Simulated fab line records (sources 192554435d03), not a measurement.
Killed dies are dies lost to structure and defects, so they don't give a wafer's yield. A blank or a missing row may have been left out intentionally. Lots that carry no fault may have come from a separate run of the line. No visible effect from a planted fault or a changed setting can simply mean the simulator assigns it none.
fab line records	flow n5Finfet
record: lots: 9	wafers: 27	lastDay: 18
route steps=1938 shown BEOL_M10@1529 BEOL_M11@1538 PASSIVATION@1936
lots untouched by any fault: they come from a run of this same line in which no faults occurred
startH: start of the lot's first displayed wafer, in hours after the record's first day	waitH: hours since the lot's step before	" identical to the entry in the row above	L1.1+2: several wafers, shown together as one row	- no value present, or no start provided	* or withheld: withheld	< > ~ a bound
route shown NAME@n: NAME is a module with steps in the file, n the number in the route of the first one	usual: mean/standard deviation taken from wafers without a fault	same: alike in all rows	chamber/n: place in a boat	sites: each site's reading	_std_site: standard deviation of those values	_edge_site: the outer-site mean with the inner-site mean subtracted	radiusMm: how far each site lies from the wafer's centre	mask NAME#n: copy n	behind: the last tool/chamber to shape the wafer	hold: why the lot went on hold/how many hours it stayed there/how the hold came to an end	device: which transistor (n, p or np) failed to switch	end of line: tests of these same wafers at the route's end	a step without rows: its recipe alone	killed: not the wafer's yield, but the dies lost to structure and defects at the first sort	map: the dies of a wafer, with x for killed, . for not killed, _ for no die there
set.NAME: the run value of the setting; set.NAME@STEP: its run value at that earlier step	model.NAME: the simulator's own value behind a step, which no gauge read
route steps across a sampled set of lots; one table per step, one row per wafer
services: from which hour (startH, from the record's first day; less than 0 if before it) a tool's chamber was out of use, for how many hours, and why
== steps ==
step: N5_BEOL_M10_ANNEAL_51
recipe: tempC: 225	timeS: 90	ambient: N2
usual: wafer_temp_C_max: 226.6/0.39
lot.wafer	tool	chamber	startH	waitH	wafer_temp_C_max
L577.1	rtpAnneal-02	0	213.52	0.4	226.8
L577.2	"	0	"	"	226.5
L577.5	"	0	"	"	226.8
L578.3	rtpAnneal-01	0	219.96	0.9	226.2
L578.4	"	0	"	"	225.7
L578.5	"	0	"	"	226.2
L579.1	rtpAnneal-02	0	229.96	0.3	226.8
L579.2	"	0	"	"	226.8
L579.3	"	0	"	"	227.3
L583.2	rtpAnneal-02	0	260.35	0.2	226.6
L583.3	"	0	"	"	227.3
L583.4	"	0	"	"	227.4
L587.3	rtpAnneal-02	0	285.93	0.2	227.7
L587.5	"	0	"	"	226.6
L587.6	"	0	"	"	227.1
L588.1	rtpAnneal-02	0	288.25	0.3	226.6
L588.2	"	0	"	"	227.2
L588.6	"	0	"	"	226.7
L597.2	rtpAnneal-01	0	345.15	0.1	226.4
L597.3	"	0	"	"	226.0
L597.4	"	0	"	"	226.5
L596.1	rtpAnneal-01	0	351.40	0.1	226.0
L596.4	"	0	"	"	226.2
L596.5	"	0	"	"	226.2
L600.2	rtpAnneal-02	0	381.59	0.2	226.2
L600.4	"	0	"	"	226.4
L600.5	"	0	"	"	226.8
step: N5_BEOL_M10_THK_MEAS_53
recipe: thkMeasGauge: xrf	reads: Cu_of_BEOL_M10_ECD_50
usual: M10_THK: 140/4.5
lot.wafer	tool	chamber	startH	waitH	M10_THK[nm]
L577.1	filmMetro-02	-	214.11	-	142
L577.2	"	-	"	"	146
L577.5	"	-	"	"	148
L578.3	filmMetro-02	-	220.47	-	143
L578.4	"	-	"	"	137
L578.5	"	-	"	"	140
L579.1	filmMetro-01	-	230.55	-	139
L579.2	"	-	"	"	148
L579.3	"	-	"	"	140
L583.2	filmMetro-02	-	260.90	-	133
L583.3	"	-	"	"	136
L583.4	"	-	"	"	144
L587.3	filmMetro-01	-	286.44	-	144
L587.5	"	-	"	"	141
L587.6	"	-	"	"	143
L588.1	filmMetro-02	-	288.90	-	137
L588.2	"	-	"	"	139
L588.6	"	-	"	"	137
L597.2	filmMetro-01	-	345.70	-	144
L597.3	"	-	"	"	141
L597.4	"	-	"	"	141
L596.1	filmMetro-02	-	352.12	-	140
L596.4	"	-	"	"	148
L596.5	"	-	"	"	146
L600.2	filmMetro-01	-	382.14	-	140
L600.4	"	-	"	"	147
L600.5	"	-	"	"	150
step: N5_BEOL_M10_DEP_56
recipe: material: SiCN	targetThkA: 150	tempC: withheld	precursor: 3MS/NH3	pressureTorr: 3	rfW: 202	timeS: 26.5
usual: showerheadPlenumPTorr: 3.672/0.013	throttleValvePct: 8.7/0.32
lot.wafer	tool	chamber	startH	waitH	showerheadPlenumPTorr	throttleValvePct
L577.1	pecvd-04	2	214.17	0.0	3.667	8.0
L577.2	"	0	"	"	3.658	8.8
L577.5	"	2	"	"	3.664	8.2
L578.3	pecvd-01	0	220.53	0.0	3.671	9.0
L578.4	"	1	"	"	3.689	8.7
L578.5	"	0	"	"	3.664	9.0
L579.1	pecvd-04	1	230.61	0.0	3.650	8.9
L579.2	"	2	"	"	3.664	8.1
L579.3	"	0	"	"	3.658	8.6
L583.2	pecvd-04	0	260.96	0.0	3.659	8.4
L583.3	"	2	"	"	3.663	8.2
L583.4	"	2	"	"	3.658	8.2
L587.3	pecvd-03	1	286.50	0.0	3.670	8.6
L587.5	"	1	"	"	3.685	8.5
L587.6	"	2	"	"	3.675	8.2
L588.1	pecvd-03	0	288.97	0.0	3.691	9.1
L588.2	"	2	"	"	3.685	8.1
L588.6	"	2	"	"	3.672	8.4
L597.2	pecvd-04	1	345.76	0.0	3.644	8.8
L597.3	"	2	"	"	3.665	8.3
L597.4	"	1	"	"	3.650	8.6
L596.1	pecvd-01	0	352.18	0.0	3.669	8.9
L596.4	"	2	"	"	3.667	8.9
L596.5	"	1	"	"	3.678	9.0
L600.2	pecvd-01	2	382.20	0.0	3.669	9.0
L600.4	"	1	"	"	3.682	9.0
L600.5	"	2	"	"	3.674	8.6
step: N5_BEOL_M10_INSPECT_58
recipe: inspectInstrument: darkfield	mode: postDep
usual: rawDefectCount: 76/23
lot.wafer	tool	chamber	startH	waitH	rawDefectCount
L577.1	defectInspect-01	-	214.27	0.0	121
L577.2	"	-	"	"	89
L577.5	"	-	"	"	91
L578.3	defectInspect-02	-	220.63	0.0	50
L578.4	"	-	"	"	75
L578.5	"	-	"	"	66
L579.1	defectInspect-02	-	230.71	0.0	95
L579.2	"	-	"	"	66
L579.3	"	-	"	"	82
L583.2	defectInspect-02	-	261.06	0.0	49
L583.3	"	-	"	"	78
L583.4	"	-	"	"	55
L587.3	defectInspect-02	-	286.60	0.0	741
L587.5	"	-	"	"	707
L587.6	"	-	"	"	710
L588.1	defectInspect-02	-	289.09	0.0	706
L588.2	"	-	"	"	754
L588.6	"	-	"	"	803
L597.2	defectInspect-02	-	345.86	0.0	72
L597.3	"	-	"	"	78
L597.4	"	-	"	"	70
L596.1	defectInspect-02	-	352.28	0.0	58
L596.4	"	-	"	"	100
L596.5	"	-	"	"	70
L600.2	defectInspect-02	-	382.30	0.0	62
L600.4	"	-	"	"	67
L600.5	"	-	"	"	71
step: N5_BEOL_M11_THK_MEAS_01
recipe: reads: SiCOH_lowk_of_BEOL_M11_ILD_DEP_00
usual: M11_ILD_THK: 267/4
lot.wafer	tool	chamber	startH	waitH	M11_ILD_THK[nm]
L577.1	filmMetro-01	-	214.90	0.4	266
L577.2	"	-	"	"	268
L577.5	"	-	"	"	268
L578.3	filmMetro-02	-	221.26	0.3	261
L578.4	"	-	"	"	273
L578.5	"	-	"	"	272
L579.1	filmMetro-02	-	231.34	0.4	265
L579.2	"	-	"	"	265
L579.3	"	-	"	"	265
L583.2	filmMetro-01	-	261.70	0.4	266
L583.3	"	-	"	"	267
L583.4	"	-	"	"	267
L587.3	filmMetro-01	-	287.23	0.3	263
L587.5	"	-	"	"	265
L587.6	"	-	"	"	268
L588.1	filmMetro-02	-	289.72	0.4	262
L588.2	"	-	"	"	262
L588.6	"	-	"	"	265
L597.2	filmMetro-02	-	346.49	0.4	267
L597.3	"	-	"	"	271
L597.4	"	-	"	"	276
L596.1	filmMetro-01	-	352.91	0.4	272
L596.4	"	-	"	"	276
L596.5	"	-	"	"	273
L600.2	filmMetro-01	-	383.09	0.4	262
L600.4	"	-	"	"	262
L600.5	"	-	"	"	264
step: N5_BEOL_M11_INSPECT_13
recipe: mode: adi	inspectInstrument: brightfield
usual: rawDefectCount: 416/100
lot.wafer	tool	chamber	startH	waitH	rawDefectCount
L577.1	defectInspect-02	-	215.42	0.0	508
L577.2	"	-	"	"	382
L577.5	"	-	"	"	487
L578.3	defectInspect-01	-	221.97	0.0	268
L578.4	"	-	"	"	255
L578.5	"	-	"	"	300
L579.1	defectInspect-01	-	232.47	0.0	580
L579.2	"	-	"	"	418
L579.3	"	-	"	"	760
L583.2	defectInspect-02	-	263.79	0.0	281
L583.3	"	-	"	"	334
L583.4	"	-	"	"	286
L587.3	defectInspect-02	-	288.81	0.0	1034
L587.5	"	-	"	"	932
L587.6	"	-	"	"	1004
L588.1	defectInspect-02	-	291.78	0.0	1006
L588.2	"	-	"	"	1079
L588.6	"	-	"	"	1059
L597.2	defectInspect-01	-	347.34	0.0	482
L597.3	"	-	"	"	420
L597.4	"	-	"	"	348
L596.1	defectInspect-02	-	354.95	0.0	684
L596.4	"	-	"	"	448
L596.5	"	-	"	"	418
L600.2	defectInspect-02	-	386.48	0.0	372
L600.4	"	-	"	"	387
L600.5	"	-	"	"	411
step: N5_PASSIVATION_PROBE_49
usual: defectLimitedYield: 91.5/1.5	killed_at_M0_to_M3: 32/10	killed_at_M4_up: 13/4.9	killedAtContacts: 13/6.1	killedAtFrontEnd: 38/11	killedAtOther: 3/3.2	killedDies: 101/18	killedOpen: 66/13	killedShort: 32/8.3	sort_bin_5_function: 5.0/1	sort_bin_6_memory: 3.2/0.74	sort_bin_8_speed: 0.1/1.1	sortNPass: 1078/22	sortYieldPct: 91.3/1.9
same: grossDies: 1180	killedAtBackSide: 0	sort_bin_4_leakage[%]: 0
lot.wafer	tool	chamber	startH	waitH	defectLimitedYield[%]	killed_at_M0_to_M3	killed_at_M4_up	killedAtContacts	killedAtFrontEnd	killedAtOther	killedDies	killedOpen	killedShort	sort_bin_5_function[%]	sort_bin_6_memory[%]	sort_bin_8_speed[%]	sortNPass	sortYieldPct[%]
L578.3	prober-01	-	268.89	0.1	94.1	14	4	10	40	2	70	39	29	3.0	2.5	0	1110	94.1
L578.4	prober-01	-	268.94	0.2	93.0	13	17	18	30	5	83	50	27	5.3	1.6	0	1097	93.0
L578.5	prober-01	-	268.99	0.2	92.8	14	11	18	41	1	85	58	26	4.8	2.3	0	1095	92.8
L577.1	prober-02	-	269.13	0.0	89.9	36	12	29	37	5	119	73	42	6.3	3.5	0	1061	89.9
L577.2	prober-02	-	269.18	0.1	88.3	63	12	18	44	1	138	93	41	6.1	5.0	0	1042	88.3
L577.5	prober-02	-	269.33	0.2	89.8	38	7	22	48	5	120	78	39	5.3	4.2	0	1060	89.8
L579.1	prober-01	-	281.43	0.0	91.6	27	17	13	42	0	99	66	28	4.7	3.6	0.1	1080	91.5
L579.2	prober-01	-	281.48	0.1	91.6	28	11	19	38	3	99	59	32	4.2	4.0	0	1081	91.6
L579.3	prober-01	-	281.53	0.1	92.5	35	11	11	31	1	89	58	28	4.6	2.6	0	1091	92.5
L583.2	prober-01	-	311.52	0.1	89.9	23	10	12	66	8	119	73	42	5.9	3.5	0	1061	89.9
L583.3	prober-01	-	311.57	0.1	89.7	37	14	12	55	4	122	78	32	6.2	3.0	0	1058	89.7
L583.4	prober-01	-	311.62	0.2	91.4	29	4	11	46	12	102	56	33	4.7	3.0	0	1078	91.4
L588.1	prober-01	-	335.35	0.0	82.0	22	144	10	32	4	212	51	27	12.5	3.4	0	968	82.0
L588.2	prober-01	-	335.40	0.1	81.4	19	148	19	22	11	219	62	20	12.1	4.1	0	961	81.4
L588.6	prober-01	-	335.60	0.3	80.8	36	135	15	36	5	227	60	35	11.4	4.2	0	953	80.8
L587.3	prober-02	-	335.45	0.1	85.5	31	66	8	62	4	171	71	39	9.2	3.0	0	1009	85.5
L587.5	prober-02	-	335.55	0.2	87.1	29	63	6	50	4	152	66	31	7.8	3.6	0	1028	87.1
L587.6	prober-02	-	335.60	0.3	80.8	31	129	5	59	3	227	51	36	12.4	3.6	0	953	80.8
L597.2	prober-01	-	402.30	0.1	93.9	27	18	5	20	2	72	52	19	2.5	3.3	0	1108	93.9
L597.3	prober-01	-	402.35	0.1	91.4	46	16	7	33	0	102	59	41	4.8	3.4	0	1078	91.4
L597.4	prober-01	-	402.40	0.2	91.0	36	16	10	42	2	106	77	28	5.6	3.2	0	1074	91.0
L596.1	prober-01	-	406.16	0.0	94.0	39	8	9	15	0	71	53	16	3.2	2.7	0	1109	94.0
L596.4	prober-01	-	406.31	0.2	90.8	49	13	10	36	1	109	68	40	6.3	2.7	0	1071	90.8
L596.5	prober-01	-	406.36	0.2	92.5	28	7	10	42	1	88	56	31	4.5	2.4	0	1092	92.5
L600.2	prober-02	-	430.68	0.1	93.5	26	8	11	23	9	77	47	29	3.2	2.9	0	1103	93.5
L600.4	prober-02	-	430.78	0.2	90.3	43	17	9	44	2	115	73	38	5.5	3.7	0	1065	90.3
L600.5	prober-02	-	430.83	0.2	92.1	34	9	7	37	6	93	56	35	4.2	3.5	0	1087	92.1
killed by level:class
L578.3 FIN_SAQP:geometricParticle:short=13 FIN_SAQP:geometricParticle:open=7 STI_FIN_REVEAL:geometricParticle:open=7 MOL_CONTACT_COAG:geometricParticle:short=5 MOL_CONTACT_COAG:geometricParticle:open=5 BEOL_M0_SAQP:geometricParticle:open=4 BEOL_M3:geometricParticle:open=3 STARTING-WAFER:geometricParticle:short=3
L578.4 MOL_CONTACT_COAG:geometricParticle:open=14 FIN_SAQP:geometricParticle:open=7 BEOL_M4:geometricParticle:open=6 FIN_SAQP:geometricParticle:short=5 STI_FIN_REVEAL:geometricParticle:open=5 MOL_CONTACT_COAG:geometricParticle:short=4 BEOL_M3:geometricParticle:open=4 PASS1_CAP:geometricParticle:short=3
L578.5 FIN_SAQP:geometricParticle:open=15 MOL_CONTACT_COAG:geometricParticle:open=14 FIN_SAQP:geometricParticle:short=8 STI_FIN_REVEAL:geometricParticle:open=5 MOL_CONTACT_COAG:geometricParticle:short=4 BEOL_M0_SAQP:geometricParticle:open=4 STI_FIN_REVEAL:geometricParticle:short=3 BEOL_M3:geometricParticle:open=3
L577.1 MOL_CONTACT_COAG:geometricParticle:open=22 BEOL_M0_SAQP:geometricParticle:open=13 BEOL_M0_SAQP:geometricParticle:short=10 DUMMY_GATE:geometricParticle:open=7 MOL_CONTACT_COAG:geometricParticle:short=7 FIN_SAQP:geometricParticle:short=6 BEOL_M4:geometricParticle:open=6 ILD0:geometricParticle:open=4
L577.2 MOL_CONTACT_COAG:geometricParticle:open=16 BEOL_M0_SAQP:geometricParticle:short=10 BEOL_M3:geometricParticle:open=10 FIN_SAQP:geometricParticle:short=8 STI_FIN_REVEAL:geometricParticle:open=8 BEOL_M1:geometricParticle:open=8 BEOL_M0_SAQP:geometricParticle:open=8 FIN_SAQP:geometricParticle:open=7
L577.5 MOL_CONTACT_COAG:geometricParticle:open=17 BEOL_M1:geometricParticle:open=11 STI_FIN_REVEAL:geometricParticle:open=10 FIN_SAQP:geometricParticle:open=9 GATE_CUT:geometricParticle:short=7 BEOL_M0_SAQP:geometricParticle:short=7 DUMMY_GATE:geometricParticle:open=5 BEOL_M0_SAQP:geometricParticle:open=5
L579.1 FIN_SAQP:geometricParticle:open=10 MOL_CONTACT_COAG:geometricParticle:open=9 STI_FIN_REVEAL:geometricParticle:open=7 BEOL_M0_SAQP:geometricParticle:short=7 BEOL_M1:geometricParticle:open=7 BEOL_M2:geometricParticle:open=6 BEOL_M4:geometricParticle:open=6 STARTING-WAFER:geometricParticle:open=6
L579.2 MOL_CONTACT_COAG:geometricParticle:open=14 FIN_SAQP:geometricParticle:open=11 STI_FIN_REVEAL:geometricParticle:short=6 STI_FIN_REVEAL:geometricParticle:open=6 FIN_SAQP:geometricParticle:short=5 BEOL_M1:geometricParticle:open=5 BEOL_M1:geometricParticle:short=5 MOL_CONTACT_COAG:geometricParticle:short=4
L579.3 STI_FIN_REVEAL:geometricParticle:open=11 BEOL_M1:geometricParticle:open=8 MOL_CONTACT_COAG:geometricParticle:open=8 BEOL_M0_SAQP:geometricParticle:short=7 BEOL_M0_SAQP:geometricParticle:open=6 GATE_CUT:geometricParticle:open=5 GATE_CUT:geometricParticle:short=4 BEOL_M2:geometricParticle:open=4
L583.2 FIN_SAQP:geometricParticle:open=22 FIN_SAQP:geometricParticle:short=12 STI_FIN_REVEAL:geometricParticle:open=10 GATE_CUT:geometricParticle:short=8 MOL_CONTACT_COAG:geometricParticle:open=8 BEOL_M2:geometricParticle:open=8 BEOL_M1:geometricParticle:open=6 GATE_CUT:geometricParticle:open=4
L583.3 FIN_SAQP:geometricParticle:open=24 BEOL_M0_SAQP:geometricParticle:open=9 HKMG_FIN:areaEtch=8 FIN_SAQP:geometricParticle:short=7 MOL_CONTACT_COAG:geometricParticle:open=7 BEOL_M0_SAQP:geometricParticle:short=7 BEOL_M2:geometricParticle:open=7 MOL_CONTACT_COAG:geometricParticle:short=5
L583.4 STI_FIN_REVEAL:geometricParticle:open=10 MOL_CONTACT_COAG:geometricParticle:open=9 BEOL_M0_SAQP:geometricParticle:short=8 HKMG_FIN:areaEtch=8 FIN_SAQP:geometricParticle:open=7 FIN_SAQP:geometricParticle:short=7 PAD_METAL:geometricParticle:open=6 DUMMY_GATE:geometricParticle:open=4
L588.1 BEOL_M10:unspecified=133 MOL_CONTACT_COAG:geometricParticle:open=10 GATE_CUT:geometricParticle:short=7 BEOL_M3:geometricParticle:open=7 STI_FIN_REVEAL:geometricParticle:open=6 FIN_SAQP:geometricParticle:short=5 DUMMY_GATE:geometricParticle:open=4 GATE_CUT:geometricParticle:open=4
L588.2 BEOL_M10:unspecified=135 MOL_CONTACT_COAG:geometricParticle:open=16 DUMMY_GATE:geometricParticle:open=8 BEOL_M4:geometricParticle:open=7 BEOL_M1:geometricParticle:open=6 BEOL_M0_SAQP:geometricParticle:short=4 PAD_METAL:geometricParticle:short=4 STARTING-WAFER:geometricParticle:open=4
L587.3 BEOL_M10:unspecified=59 FIN_SAQP:geometricParticle:short=13 FIN_SAQP:geometricParticle:open=13 GATE_CUT:geometricParticle:short=7 GATE_CUT:geometricParticle:open=7 BEOL_M0_SAQP:geometricParticle:open=6 BEOL_M1:geometricParticle:open=6 STI_FIN_REVEAL:geometricParticle:open=5
L587.5 BEOL_M10:unspecified=54 FIN_SAQP:geometricParticle:open=16 FIN_SAQP:geometricParticle:short=12 BEOL_M0_SAQP:geometricParticle:open=11 BEOL_M1:geometricParticle:open=6 GATE_CUT:geometricParticle:short=5 BEOL_M0_SAQP:geometricParticle:short=5 GATE_CUT:geometricParticle:open=4
L587.6 BEOL_M10:unspecified=125 HKMG_FIN:areaEtch=15 FIN_SAQP:geometricParticle:open=13 BEOL_M0_SAQP:geometricParticle:short=9 FIN_SAQP:geometricParticle:short=7 GATE_CUT:geometricParticle:short=6 BEOL_M3:geometricParticle:open=5 BEOL_M1:geometricParticle:open=5
L588.6 BEOL_M10:unspecified=131 STI_FIN_REVEAL:geometricParticle:open=12 BEOL_M0_SAQP:geometricParticle:short=11 MOL_CONTACT_COAG:geometricParticle:open=9 FIN_SAQP:geometricParticle:short=7 BEOL_M0_SAQP:geometricParticle:open=7 MOL_CONTACT_COAG:geometricParticle:short=6 BEOL_M3:geometricParticle:open=5
L597.2 BEOL_M4:geometricParticle:open=12 BEOL_M0_SAQP:geometricParticle:open=8 BEOL_M0_SAQP:geometricParticle:short=6 BEOL_M2:geometricParticle:open=5 DUMMY_GATE:geometricParticle:open=4 MOL_CONTACT_COAG:geometricParticle:open=4 BEOL_M3:geometricParticle:open=4 STI_FIN_REVEAL:geometricParticle:open=3
L597.3 BEOL_M0_SAQP:geometricParticle:short=11 FIN_SAQP:geometricParticle:short=9 BEOL_M0_SAQP:geometricParticle:open=9 BEOL_M2:geometricParticle:open=9 BEOL_M4:geometricParticle:open=7 BEOL_M1:geometricParticle:open=6 MOL_CONTACT_COAG:geometricParticle:open=5 FIN_SAQP:geometricParticle:open=4
L597.4 FIN_SAQP:geometricParticle:open=15 BEOL_M1:geometricParticle:open=11 BEOL_M4:geometricParticle:open=10 FIN_SAQP:geometricParticle:short=9 MOL_CONTACT_COAG:geometricParticle:open=9 BEOL_M0_SAQP:geometricParticle:open=9 STARTING-WAFER:geometricParticle:open=5 BEOL_M0_SAQP:geometricParticle:short=4
L596.1 MOL_CONTACT_COAG:geometricParticle:open=9 BEOL_M3:geometricParticle:open=9 BEOL_M1:geometricParticle:open=7 BEOL_M0_SAQP:geometricParticle:open=6 BEOL_M2:geometricParticle:open=6 FIN_SAQP:geometricParticle:open=5 BEOL_M0_SAQP:geometricParticle:short=3 BEOL_M3:geometricParticle:short=3
L596.4 BEOL_M3:geometricParticle:open=10 BEOL_M0_SAQP:geometricParticle:short=9 FIN_SAQP:geometricParticle:open=8 BEOL_M4:geometricParticle:open=8 STI_FIN_REVEAL:geometricParticle:open=8 BEOL_M2:geometricParticle:open=7 FIN_SAQP:geometricParticle:short=6 MOL_CONTACT_COAG:geometricParticle:open=6
L596.5 FIN_SAQP:geometricParticle:short=15 FIN_SAQP:geometricParticle:open=12 MOL_CONTACT_COAG:geometricParticle:open=9 STI_FIN_REVEAL:geometricParticle:open=8 BEOL_M1:geometricParticle:open=7 BEOL_M3:geometricParticle:open=6 BEOL_M0_SAQP:geometricParticle:short=6 BEOL_M0_SAQP:geometricParticle:open=4
L600.2 STI_FIN_REVEAL:geometricParticle:open=6 MOL_CONTACT_COAG:geometricParticle:open=6 BEOL_M0_SAQP:geometricParticle:open=6 BEOL_M2:geometricParticle:open=6 BEOL_M2:geometricParticle:short=6 MOL_CONTACT_COAG:geometricParticle:short=5 MIM_TOP:geometricParticle:short=5 FIN_SAQP:geometricParticle:short=3
L600.4 FIN_SAQP:geometricParticle:short=13 BEOL_M2:geometricParticle:open=12 FIN_SAQP:geometricParticle:open=11 BEOL_M3:geometricParticle:open=9 BEOL_M0_SAQP:geometricParticle:short=9 MOL_CONTACT_COAG:geometricParticle:open=8 BEOL_M0_SAQP:geometricParticle:open=8 BEOL_M5:geometricParticle:open=5
L600.5 STI_FIN_REVEAL:geometricParticle:open=8 BEOL_M3:geometricParticle:open=8 BEOL_M0_SAQP:geometricParticle:short=6 FIN_SAQP:geometricParticle:short=5 FIN_SAQP:geometricParticle:open=5 DUMMY_GATE:geometricParticle:open=4 MOL_CONTACT_COAG:geometricParticle:open=4 BEOL_M0_SAQP:geometricParticle:open=4
== services ==
tool	chamber	startH	hours	kind
pecvd-04	-	190.11	0.7	repair
pecvd-03	2	203.09	-	clean
pecvd-03	2	203.09	-	consumableReplace:showerhead
pecvd-03	2	203.09	29.0	scheduledDown
pecvd-03	2	203.09	29.0	ventCycle
pecvd-04	2	206.38	3.8	repair
pecvd-01	0	235.44	5.5	scheduledDown
pecvd-03	0	251.95	5.5	scheduledDown
pecvd-03	2	293.08	6.2	repair
rtpAnneal-01	-	304.99	3.9	pm
pecvd-04	-	308.81	2.8	pm
pecvd-04	-	312.50	1.0	repair
pecvd-01	-	318.70	1.5	repair
pecvd-03	1	331.08	5.5	scheduledDown
rtpAnneal-01	-	338.61	1.1	pm
pecvd-01	-	353.54	0.9	repair
pecvd-03	2	354.14	3.8	repair
pecvd-03	0	374.56	2.1	scheduledDown
pecvd-03	-	380.21	3.3	repair
== key ==
firstSign: step: N5_BEOL_M10_INSPECT_58	reading: rawDefectCount	direction: up	sigmas: 29	usual: 76	struck: 737
effect: step: N5_BEOL_M11_INSPECT_13	reading: rawDefectCount	direction: up	sigmas: 5.8	usual: 416	struck: 1019
effect: step: N5_PASSIVATION_PROBE_49	reading: killed_at_M4_up	direction: up	sigmas: 20	usual: 13	struck: 114
moreKillsBornAt: N5_BEOL_M10_DEP_56@pecvd-03: 637
metAt N5_BEOL_M10_DEP_56
struckLots L587,L588
baselineLoss: step: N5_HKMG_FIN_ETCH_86	wafers: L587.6
notActingAt N5_BEOL_M10_ANNEAL_51,N5_BEOL_M10_THK_MEAS_53,N5_BEOL_M11_THK_MEAS_01
fault: kind: chamberParticleSource	tool: pecvd-03	chamber: -	onsetH: 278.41	steps: N5_BEOL_M10_DEP_56	ratePerVisitCm2: 1.02	endH: 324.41
baselineLoss: these wafers lose ten dies or more at that step, a loss of the line's own and not of a fault; the sort's usual values leave them out
